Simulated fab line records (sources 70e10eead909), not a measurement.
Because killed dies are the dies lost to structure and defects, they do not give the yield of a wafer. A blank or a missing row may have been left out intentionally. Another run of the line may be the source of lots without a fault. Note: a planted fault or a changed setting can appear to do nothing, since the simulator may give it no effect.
A struck lot beside a sound one || flow nand-harc || 40 out of 1302 route steps
Sound: wafers L991.1, L991.4, L991.5. Wafers struck: L983.3, L983.4, L983.5. The cause comes at the end.
At each step with rows: each side's tool, then ch and its chambers, then its first start. Under that, the readings that differ: sound wafers || struck wafers || difference of the means || sigmas: that difference in standard deviations of wafers without a fault.
alike: readings whose means differ by less than 2 such deviations, and words and numbers that are the same on both sides. not compared: withheld readings, readings that some wafer has no value for, bounds like >300 that may hide the same value, and numbers for which the record gives no deviation and whose values overlap.
The two part at a step that has a row with sigmas, a row that says differs or no value, or rows on one side only. Numbers that don't overlap but have no deviation are shown without sigmas and don't part them. Lack of a reading on every wafer of one side parts them only where that side has two or more wafers.

first, 4 steps without rows for these wafers: NHARC_A_BONDPAD_PRE_CLEAN_26 (time 30 s); NHARC_A_BONDPAD_PVD_17 (deposits TaN, target thk 5 nm, time 8.06 s); NHARC_A_BONDPAD_PVD_27 (deposits Cu, target thk 30 nm, time 20.49 s); NHARC_A_BONDPAD_ECD_18 (material Cu, target thk 400 nm).
NHARC_A_BONDPAD_ANNEAL_28: time 90 s.
  sound on rtp-anneal-02 ch 0, day 31 13:23; struck on rtp-anneal-01 ch 0, day 29 04:54
  alike: wafer_temp_C_max
then, 1 step without rows for these wafers: NHARC_A_BONDPAD_CMP_19 (polishes, t overpolish 30 s, cu recess touch 16 s, target thk 169.82 nm).
NHARC_A_BONDPAD_THK_MEAS_20: measures by xrf.
  sound on film-metro-02, day 31 14:02; struck on film-metro-02, day 29 05:28
  alike: thk-nm
then, 1 step without rows for these wafers: NHARC_A_BONDPAD_SRD_21 (time 30 s, dry time 20 s).
NHARC_A_BONDPAD_INSPECT_23:
  sound on defect-inspect-02, day 31 14:15; struck on defect-inspect-02, day 29 05:40
  alike: raw-defect-count
then, 1 step without rows for these wafers: NHARC_HYBRID_BOND_ACTIVATE_00 (chemistry N2, time 60 s).
NHARC_HYBRID_BOND_PRECLEAN_01: cleans in DIW, time 300 s.
  sound on wet-bench-10 ch 0,2,3, day 31 14:28; struck on wet-bench-10 ch 0,2,3, day 29 05:52
then, 3 steps without rows for these wafers: NHARC_HYBRID_BOND_SRD_02 (time 30 s, dry time 20 s); NHARC_HYBRID_BOND_BOND_03; NHARC_HYBRID_BOND_ANNEAL_04 (time 7200 s).
NHARC_HYBRID_BOND_OVL_MEAS_05:
  sound on overlay-02, day 31 23:46; struck on overlay-01, day 29 15:14
  alike: overlay-x-nm, overlay-y-nm
following that, these wafers have no rows for 1 step: NHARC_THIN_TSV_GRIND_00.
NHARC_THIN_TSV_CMP_01: polishes.
  sound on cmp-01 ch 0,1,3, day 32 01:56; struck on cmp-04 ch 0,1,3, day 29 19:06
  alike: motor-current-A
NHARC_THIN_TSV_THK_MEAS_02: measures by ir.
  sound on film-metro-02, day 32 02:13; struck on film-metro-02, day 29 19:20
  alike: thk-nm
then, 12 steps without rows for these wafers: NHARC_THIN_TSV_SRD_03; NHARC_THIN_TSV_PRECLEAN_41 (cleans in SC1); NHARC_THIN_TSV_SRD_42; NHARC_THIN_TSV_DEP_43 (deposits SiO2, target thk 1328.5 nm); NHARC_THIN_TSV_DEHYDRATE_04 (time 120 s); NHARC_THIN_TSV_HMDS_05 (time 30 s); NHARC_THIN_TSV_COAT_06; NHARC_THIN_TSV_SOFTBAKE_07 (time 95 s); NHARC_THIN_TSV_EBR_08; NHARC_THIN_TSV_EXPOSE_09 (exposes mask TSV); NHARC_THIN_TSV_PEB_10 (peb time 85 s); NHARC_THIN_TSV_DEVELOP_11 (time 70 s).
NHARC_THIN_TSV_CD_MEAS_12: the cd target is 1000 nm.
  sound on cd-sem-02 ch 0, day 32 03:08; struck on cd-sem-01 ch 0, day 29 20:23
  alike: cd-nm
then, 2 steps without rows for these wafers: NHARC_THIN_TSV_HARDBAKE_13 (time 80 s); NHARC_THIN_TSV_DESCUM_14 (chemistry O2, time 3 s).
NHARC_THIN_TSV_ETCH_44: etches the open film in CF4/O2, target depth 1594.2 nm, time 797.1 s.
  sound on rie-diel-10 ch 2,3, day 32 03:33; struck on rie-diel-09 ch 0,2,3, day 29 20:41
  alike: chamber-pressure-mTorr, drypump-motor-current-A, oes-product-au, rf-vpp-V, showerhead-plenum-p-Torr, throttle-valve-pct
  not compared: rf-hours-counter-h
NHARC_THIN_TSV_ETCH_15: target depth 3000 nm, bosch target overetch cycles 2, bosch etch step 2.8 s.
  sound on rie-si-03 ch 0,1,3, day 32 04:06; struck on rie-si-03 ch 0,2, day 29 21:12
  alike: drypump-motor-current-A
  not compared: rf-hours-counter-h
NHARC_THIN_TSV_CD_MEAS_16:
  sound on cd-sem-02, day 32 04:14; struck on cd-sem-01, day 29 21:21
  alike: cd-nm
then, 2 steps without rows for these wafers: NHARC_THIN_TSV_STRIP_45 (strips in O2); NHARC_THIN_TSV_STRIP_46 (strips in post etch residue remover, time 1200 s).
NHARC_THIN_TSV_DEP_47: deposits SiO2, target thk 200 nm.
  sound on pecvd-01 ch 0,2, day 32 05:14; struck on pecvd-04 ch 0,1,2, day 29 22:31
  alike: throttle-valve-pct
NHARC_END_SORT_01:
  the record has rows for the struck wafers here (prober-01 ch 0, day 30 18:38) and none for the sound ones

## WHERE THEY PART
Only at NHARC_END_SORT_01, within this record.

WHY: what the simulator had put in
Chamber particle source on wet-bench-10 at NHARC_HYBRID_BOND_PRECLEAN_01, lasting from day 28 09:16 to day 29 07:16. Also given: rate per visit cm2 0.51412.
